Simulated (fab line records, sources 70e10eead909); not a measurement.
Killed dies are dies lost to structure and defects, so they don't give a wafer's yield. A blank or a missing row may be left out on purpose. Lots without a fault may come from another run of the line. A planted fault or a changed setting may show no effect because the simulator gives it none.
Which tool did it? | flow nand_harc | 12 lots, 36 wafers sampled, at 1 step of a route of 1302

WHAT THE GAUGES READ, wafer by wafer
NHARC_A_M0_OVL_MEAS_10: pitch 160 nm.
lot  | measured     | on         | overlay_x_nm (nm)
L076 | day 23 14:08 | overlay-01 | 0.6 -0.2 0.1
L077 | day 23 20:31 | overlay-02 | 0.5 0.4 0.8
L079 | day 24 19:58 | overlay-02 | -1.5 -2.4 -1.9
L081 | day 26 09:01 | overlay-01 | -0.6 0.2 0.0
L085 | day 27 12:08 | overlay-02 | 0.1 -0.3 0.1
L083 | day 27 22:08 | overlay-02 | 0.8 0.3 0.3
L086 | day 28 06:50 | overlay-01 | -2.0 -1.4 -1.3
L090 | day 28 14:01 | overlay-02 | 0.8 0.6 0.0
L091 | day 29 21:58 | overlay-02 | -0.8 -1.1 -0.5
L093 | day 30 21:22 | overlay-01 | 0.8 0.5 -0.2
L096 | day 31 05:56 | overlay-01 | -0.3 -0.2 0.0
L097 | day 33 02:44 | overlay-01 | -0.1 0.0 0.4

WHICH TOOL RAN EACH LOT (tool, then ch and the chambers of the sampled wafers, then the start)
The record holds no process step before these readings.

THE ANSWER, worked out from the rows above alone
Rule: what is usual is taken from the lots themselves. Put in order of their means at a reading, lots are off if they are a third of the lots or fewer, leave a main group of 4 or more, and stand apart from it by a gap of 3 or more times the standard deviation of the main group's means; of several such gaps the widest counts. A main group whose means are all the same, to the digits that the tables above print for the reading, isn't used. A lot without any number at a reading at which 4 lots or more have one is off too. The other lots that the step has rows for count as sound.
No lot is off at any reading shown: from this, nothing can be told.

WHAT THE SIMULATOR HAD PUT IN
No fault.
